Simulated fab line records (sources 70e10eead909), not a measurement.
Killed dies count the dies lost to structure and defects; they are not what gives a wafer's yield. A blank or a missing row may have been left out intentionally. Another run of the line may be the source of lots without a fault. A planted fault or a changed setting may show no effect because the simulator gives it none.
fab line records	flow nand_harc
[record] lots = 6	wafers = 18	last_day = 32
route steps=1302 shown A_M0@1148
lots that met no fault: taken from a fault-free run of the same line
start_h: start of the lot's first displayed wafer, in hours after the record's first day	wait_h: how many hours have passed since the lot's step before this one	" unchanged from the row above	L1.1+2: a row that stands for several wafers	- no value, or no start was given	* or withheld: withheld	< > ~ a bound
route shown NAME@n: names a module that has steps shown in the file, with the first one's number in the route	usual: mean and standard deviation over wafers with no fault	same: alike in all rows	chamber/n: place in a boat	sites: the reading at each site	_std_site: how widely they spread, as a standard deviation	_edge_site: outer sites' mean less inner sites'	radius_mm: how far each site lies from the wafer's centre	mask NAME#n: copy n	behind: the tool/chamber that last shaped the wafer	hold: what put the lot on hold/how long, in hours/how the hold closed	device: the transistor (n, p or np) that didn't switch	end of line: tests run on the same wafers once the route is complete	a step without rows: its recipe alone	killed: at the first sort, the dies lost to defects and structure; wafer yield is something else	map: per-die view of a wafer (x killed, . not killed, _ where there is no die)
set.NAME: the run value of the setting; set.NAME@STEP: its run value at that earlier step	model.NAME: the simulator's own value behind a step, which no gauge read
lots seen at some steps along the route; tables by step, rows by wafer
services: from which hour (start_h, from the record's first day; less than 0 if before it) a tool's chamber was out of use, for how many hours, and why
[[steps]]
[step NHARC_A_M0_OVL_MEAS_10]
[recipe] pitch_nm = 160
[usual] overlay_x_nm = -0.2/0.91	overlay_y_nm = -0.4/0.92
lot.wafer	tool	chamber	start_h	wait_h	overlay_x_nm	overlay_y_nm
L847.1	overlay-01	-	534.62	-	-1.8	-0.6
L847.2	"	-	"	"	-2.6	-0.4
L847.5	"	-	"	"	-2.4	-0.5
L849.3	overlay-01	-	557.09	-	-0.9	-0.1
L849.5	"	-	"	"	-0.5	-0.6
L849.6	"	-	"	"	-0.3	-0.6
L856.1	overlay-02	-	616.62	-	0.1	0.7
L856.2	"	-	"	"	0.8	0.7
L856.4	"	-	"	"	0.6	1.0
L857.1	overlay-02	-	642.26	-	0.2	-0.6
L857.2	"	-	"	"	0.6	-0.6
L857.3	"	-	"	"	0.3	0.0
L859.1	overlay-02	-	644.75	-	-0.6	0.8
L859.2	"	-	"	"	-0.3	1.6
L859.4	"	-	"	"	-0.9	1.5
L866.3	overlay-01	-	718.38	-	1.0	-1.4
L866.4	"	-	"	"	0.4	-0.9
L866.5	"	-	"	"	0.7	-1.3
[step NHARC_A_M0_INSPECT_11]
[usual] raw_defect_count = 92/40
lot.wafer	tool	chamber	start_h	wait_h	raw_defect_count
L847.1	defect_inspect-02	-	534.66	0.0	86
L847.2	"	-	"	"	99
L847.5	"	-	"	"	106
L849.3	defect_inspect-02	-	557.13	0.0	131
L849.5	"	-	"	"	121
L849.6	"	-	"	"	122
L856.1	defect_inspect-02	-	616.65	0.0	100
L856.2	"	-	"	"	91
L856.4	"	-	"	"	101
L857.1	defect_inspect-02	-	642.30	0.0	73
L857.2	"	-	"	"	86
L857.3	"	-	"	"	103
L859.1	defect_inspect-01	-	644.78	0.0	50
L859.2	"	-	"	"	32
L859.4	"	-	"	"	49
L866.3	defect_inspect-02	-	718.41	0.0	128
L866.4	"	-	"	"	114
L866.5	"	-	"	"	106
[step NHARC_A_M0_DESCUM_14]
[recipe] time_s = 3	o2_flow_sccm = 200	ar_flow_sccm = 0	bias_power_w = 0	chemistry = O2
[step NHARC_A_M0_ETCH_34]
[recipe] target_depth_a = 400	overetch_a = 120	time_s = 43.94	ion_energy_ev = 200	n2_flow_sccm = 150	h2_flow_sccm = 150	ar_flow_sccm = 0	rf_w = 400	bias_w = 150	chemistry = N2/H2
[usual] drypump_motor_current_A = 5.71/0.29	oes_product_au = 0.999/0.0072	rf_vpp_V = 430.7/2.9	showerhead_plenum_p_Torr = 2.04/0.1	throttle_valve_pct = 14.171/0.0091
lot.wafer	tool	chamber	start_h	wait_h	drypump_motor_current_A	oes_product_au	rf_hours_counter_h	rf_vpp_V	showerhead_plenum_p_Torr	throttle_valve_pct
L847.1	rie_diel-12	3	534.81	0.1	5.95	1.005	6.3	431.0	2.09	14.171
L847.2	"	1	"	"	5.26	0.994	5.9	427.5	1.93	14.168
L847.5	"	3	"	"	5.96	0.999	-	432.0	2.09	14.173
L849.3	rie_diel-09	2	557.29	0.1	5.75	0.997	1.8	432.4	2.11	14.182
L849.5	"	0	"	"	6.15	1.003	-	433.6	2.14	14.182
L849.6	"	1	"	"	5.43	1.003	-	427.4	1.90	14.187
L856.2	rie_diel-09	0	616.80	0.1	6.13	1.018	4.0	432.1	2.14	14.178
L856.1	"	1	"	"	5.43	1.001	5.3	428.1	1.90	14.157
L856.4	"	3	"	"	5.74	1.002	3.9	428.6	2.01	14.178
L857.1	rie_diel-09	0	642.44	0.1	6.12	1.006	4.5	434.4	2.14	14.174
L857.3	"	2	"	"	5.74	0.996	5.0	433.1	2.10	14.172
L857.2	"	3	"	"	5.75	1.003	4.4	429.8	2.01	14.183
L859.1	rie_diel-07	2	644.93	0.1	5.73	1.008	10.5	434.9	2.18	14.186
L859.2	"	3	"	"	5.78	0.993	10.7	434.4	2.19	14.189
L859.4	"	0	"	"	5.19	0.993	10.2	431.1	2.05	14.180
L866.3	rie_diel-09	0	718.56	0.1	6.09	0.996	1.3	433.3	2.14	14.179
L866.4	"	2	"	"	5.74	0.997	1.3	431.2	2.10	14.168
L866.5	"	3	"	"	5.75	1.000	-	430.0	2.01	14.175
[step NHARC_A_M0_ETCH_15]
[recipe] target_depth_a = 1500	overetch_a = 150	time_s = 82.5	c4f8_flow_sccm = withheld	ar_flow_sccm = 400	rf_w = 600	bias_w = 300	chemistry = C4F8/Ar
[step NHARC_A_M0_CD_MEAS_16]
[usual] cd_nm = 79.8/0.65
lot.wafer	tool	chamber	start_h	wait_h	cd_nm
L847.1	cd_sem-03	-	535.02	-	80.9
L847.2	"	-	"	"	79.7
L847.5	"	-	"	"	79.9
L849.3	cd_sem-02	-	557.49	-	79.9
L849.5	"	-	"	"	80.6
L849.6	"	-	"	"	79.7
L856.1	cd_sem-01	-	617.01	-	80.8
L856.2	"	-	"	"	80.0
L856.4	"	-	"	"	79.3
L857.1	cd_sem-02	-	642.65	-	79.4
L857.2	"	-	"	"	79.7
L857.3	"	-	"	"	80.2
L859.1	cd_sem-03	-	645.14	-	79.9
L859.2	"	-	"	"	80.5
L859.4	"	-	"	"	80.0
L866.3	cd_sem-02	-	718.78	-	79.8
L866.4	"	-	"	"	79.8
L866.5	"	-	"	"	79.6
[step NHARC_A_M0_STRIP_18]
[recipe] power_w = 1000	n2_flow_sccm = 150	h2_flow_sccm = 150	ar_flow_sccm = 0	bias_w = 0	chemistry = N2/H2
[step NHARC_A_M0_STRIP_19]
[recipe] time_s = 600	temp_c = 30	chemistry = post_etch_residue_remover
[step NHARC_A_M0_DEGAS_28]
[recipe] temp_c = 250	time_s = 60
[usual] heater_power_w = 351/27
lot.wafer	tool	chamber	start_h	wait_h	heater_power_w
L847.1	pvd_sputter-01	-	535.63	-	383
L847.2	"	-	"	"	338
L847.5	"	-	"	"	390
L849.3	pvd_sputter-01	-	558.10	-	353
L849.6	"	-	"	"	351
L849.5	"	-	"	"	343
L856.4	pvd_sputter-02	-	617.63	-	366
L856.2	"	-	"	"	352
L856.1	"	-	"	"	291
L857.2	pvd_sputter-03	-	643.31	-	337
L857.1	"	-	"	"	340
L857.3	"	-	"	"	361
L859.1	pvd_sputter-03	-	645.82	-	327
L859.4	"	-	"	"	361
L859.2	"	-	"	"	338
L866.4	pvd_sputter-02	-	719.39	-	317
L866.3	"	-	"	"	339
L866.5	"	-	"	"	375
[step NHARC_A_M0_PRE_CLEAN_29]
[recipe] time_s = 30	temp_c = 280	gas = H2/He
[usual] heater_power_w = 431/33
lot.wafer	tool	chamber	start_h	wait_h	heater_power_w
L847.2	pvd_sputter-01	-	-	-	430
L847.1	"	-	"	"	415
L847.5	"	-	"	"	518
L849.3	pvd_sputter-01	-	-	-	509
L849.6	"	-	"	"	461
L849.5	"	-	"	"	529
L856.4	pvd_sputter-02	-	-	-	436
L856.2	"	-	"	"	366
L856.1	"	-	"	"	416
L857.1	pvd_sputter-03	-	-	-	423
L857.3	"	-	"	"	399
L857.2	"	-	"	"	415
L859.2	pvd_sputter-03	-	-	-	431
L859.1	"	-	"	"	454
L859.4	"	-	"	"	399
L866.4	pvd_sputter-02	-	-	-	467
L866.3	"	-	"	"	463
L866.5	"	-	"	"	461
[step NHARC_A_M0_PVD_20]
[recipe] target_thk_a = 50	bias_v = 168.6	power_w = 15000	chamber_pressure_pa = 0.12	time_s = 8.06	substrate_temp_c = 50	material = TaN
[step NHARC_A_M0_PVD_21]
[recipe] target_thk_a = 300	chamber_pressure_pa = 5	power_w = 5000	substrate_temp_c = 30	time_s = 20.49	material = Cu
[usual] throttle_valve_pct = 30.0/1.1
lot.wafer	tool	chamber	start_h	wait_h	throttle_valve_pct
L847.2	pvd_sputter-01	-	-	-	28.3
L847.1	"	-	"	"	29.6
L847.5	"	-	"	"	28.3
L849.3	pvd_sputter-01	-	-	-	27.9
L849.5	"	-	"	"	30.1
L849.6	"	-	"	"	28.2
L856.2	pvd_sputter-02	-	-	-	29.3
L856.1	"	-	"	"	30.6
L856.4	"	-	"	"	31.5
L857.3	pvd_sputter-03	-	-	-	28.8
L857.1	"	-	"	"	29.0
L857.2	"	-	"	"	30.3
L859.1	pvd_sputter-03	-	-	-	30.9
L859.4	"	-	"	"	30.1
L859.2	"	-	"	"	28.8
L866.4	pvd_sputter-02	-	-	-	31.9
L866.3	"	-	"	"	30.7
L866.5	"	-	"	"	29.4
[step NHARC_A_M0_ECD_22]
[recipe] target_thk_a = 4000	bath_temp_c = 25	material = Cu
[usual] bath_heat_duty_pct = 5.9/0.58	bath_temp_c = 25.00/0.1
lot.wafer	tool	chamber	start_h	wait_h	bath_heat_duty_pct	bath_temp_c
L847.2	ecd_cu-02	0	536.00	-	6.9	25.21
L847.1	"	1	"	"	5.3	24.92
L847.5	"	0	"	"	6.2	25.00
L849.3	ecd_cu-01	1	558.62	-	5.0	24.98
L849.5	"	0	"	"	6.1	25.03
L849.6	"	1	"	"	5.5	24.81
L856.1	ecd_cu-02	0	617.99	-	-	-
L856.2	"	1	"	"	-	-
L856.4	"	1	"	"	-	-
L857.1	ecd_cu-02	1	643.67	-	-	-
L857.2	"	0	"	"	-	-
L857.3	"	1	"	"	-	-
L859.1	ecd_cu-01	0	646.45	-	5.5	25.04
L859.2	"	1	"	"	5.6	25.11
L859.4	"	0	"	"	6.9	25.09
L866.4	ecd_cu-02	1	719.85	-	5.8	24.90
L866.3	"	0	"	"	6.6	25.18
L866.5	"	0	"	"	7.2	24.89
[step NHARC_A_M0_ANNEAL_30]
[recipe] temp_c = 225	time_s = 90
[usual] anneal_temp_c = 224.95/0.16	anneal_temp_c_max = 225.69/0.21	wafer_temp_C_max = 225.75/0.21
lot.wafer	tool	chamber	start_h	wait_h	anneal_temp_c	anneal_temp_c_max	wafer_temp_C_max
L847.1	rtp_anneal-02	0	536.37	-	225.07	225.80	225.74
L847.2	"	0	"	"	225.12	225.86	225.44
L847.5	"	0	"	"	225.14	225.87	225.87
L849.3	rtp_anneal-02	0	558.95	0.3	224.51	225.14	225.71
L849.5	"	0	"	"	224.92	225.52	226.05
L849.6	"	0	"	"	225.04	225.71	225.62
L856.1	rtp_anneal-02	0	618.37	0.3	225.06	226.09	225.62
L856.2	"	0	"	"	225.07	225.99	226.30
L856.4	"	0	"	"	224.83	225.55	225.67
L857.1	rtp_anneal-01	0	644.04	0.3	224.84	225.38	225.58
L857.2	"	0	"	"	224.79	225.35	225.65
L857.3	"	0	"	"	224.79	225.36	225.66
L859.1	rtp_anneal-01	0	646.83	-	224.92	225.48	225.63
L859.2	"	0	"	"	225.08	225.75	225.60
L859.4	"	0	"	"	225.08	225.68	225.56
L866.3	rtp_anneal-02	0	720.30	0.3	224.93	225.87	225.92
L866.4	"	0	"	"	224.95	225.82	225.31
L866.5	"	0	"	"	225.04	225.92	225.95
[step NHARC_A_M0_CMP_23]
[recipe] t_overpolish_s = 20	target_thk_nm = 113.75
[usual] motor_current_A = 11.6/1.2	time_to_endpoint_s = 28.2/1.8
lot.wafer	tool	chamber	start_h	wait_h	motor_current_A	time_to_endpoint_s
L847.2	cmp-02	2	536.72	-	12.5	25.9
L847.1	"	0	"	"	10.5	26.3
L847.5	"	3	"	"	13.0	25.7
L849.3	cmp-03	1	559.25	-	10.5	28.7
L849.6	"	3	"	"	11.0	27.2
L849.5	"	0	"	"	11.8	27.9
L856.2	cmp-02	1	618.72	-	11.1	0.0
L856.1	"	2	"	"	13.8	0.0
L856.4	"	0	"	"	10.5	1.5
L857.3	cmp-04	0	644.44	-	14.5	1.6
L857.2	"	1	"	"	9.0	2.4
L857.1	"	2	"	"	10.4	0.0
L859.2	cmp-03	1	647.17	-	10.7	26.2
L859.1	"	2	"	"	12.8	27.7
L859.4	"	3	"	"	11.1	30.7
L866.3	cmp-03	3	720.57	-	11.1	31.2
L866.4	"	1	"	"	10.6	30.5
L866.5	"	2	"	"	12.3	27.1
[step NHARC_A_M0_THK_MEAS_24]
[recipe] thk_meas_gauge = xrf
[usual] thk_nm = 113.6/1.5
lot.wafer	tool	chamber	start_h	wait_h	thk_nm
L847.1	film_metro-02	-	537.04	-	115.2
L847.2	"	-	"	"	115.8
L847.5	"	-	"	"	112.4
L849.3	film_metro-02	-	559.51	-	114.6
L849.5	"	-	"	"	112.9
L849.6	"	-	"	"	111.2
L856.1	film_metro-01	-	619.03	-	29.5
L856.2	"	-	"	"	29.7
L856.4	"	-	"	"	28.7
L857.1	film_metro-01	-	644.73	-	30.8
L857.2	"	-	"	"	28.8
L857.3	"	-	"	"	30.6
L859.1	film_metro-02	-	647.49	-	113.9
L859.2	"	-	"	"	114.4
L859.4	"	-	"	"	115.2
L866.3	film_metro-02	-	720.86	-	114.3
L866.4	"	-	"	"	114.5
L866.5	"	-	"	"	113.5
[step NHARC_A_M0_SRD_25]
[[services]]
tool	chamber	start_h	hours	kind
ecd_cu-01	-	512.15	8.0	pm
pvd_sputter-03	-	526.05	10.0	pm
cmp-02	-	527.74	4.0	pm
cmp-03	-	537.10	3.3	repair
cmp-03	-	555.02	4.0	pm
rie_diel-09	0	563.07	11.8	repair
rie_diel-09	2	564.88	9.5	repair
rie_diel-09	3	573.69	4.6	repair
pvd_sputter-01	-	582.00	10.0	pm
ecd_cu-02	-	596.28	8.0	pm
pvd_sputter-01	-	615.47	4.1	repair
pvd_sputter-03	-	615.99	1.2	repair
cmp-02	-	625.74	4.0	pm
pvd_sputter-02	-	638.00	10.0	pm
ecd_cu-01	-	643.50	2.8	repair
cmp-03	-	653.05	4.0	pm
cmp-02	-	666.41	5.4	repair
pvd_sputter-03	-	670.10	2.4	repair
rie_diel-09	-	674.15	9.0	pm
pvd_sputter-01	-	681.56	3.2	repair
rie_diel-09	3	693.54	1.2	repair
pvd_sputter-03	-	704.05	10.0	pm
pvd_sputter-01	-	706.84	2.3	repair
rie_diel-09	-	712.71	0.3	repair
[[key]]
[first_sign] step = NHARC_A_M0_ECD_22	reading = tool_record	direction = missing
[effect] step = NHARC_A_M0_CMP_23	reading = time_to_endpoint_s	direction = down	sigmas = 15	usual = *	struck = *
[effect] step = NHARC_A_M0_THK_MEAS_24	reading = thk_nm	direction = down	sigmas = 57	usual = 113.6	struck = 29.7
met_at NHARC_A_M0_ECD_22
struck_wafers L856.1,L856.2,L856.4,L857.1,L857.2,L857.3
later_rows_left_out L856.1,L856.2,L856.4,L857.1,L857.2,L857.3
sort_left_out L856.1,L856.2,L856.4,L857.1,L857.2,L857.3
onset_between 536.00 617.99
[fault] kind = skipped_step_whole	tool = ecd_cu-02	chamber = -	onset_h = 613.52	steps = NHARC_A_M0_ECD_22	scope = struck_lots_only
// sort_left_out: the simulated sort isn't trusted on such a fault, so these wafers' sort isn't shown, and their yield isn't known
// later_rows_left_out: the simulator's readings of these wafers behind a module that went badly wrong aren't trusted and aren't shown, but for the sort
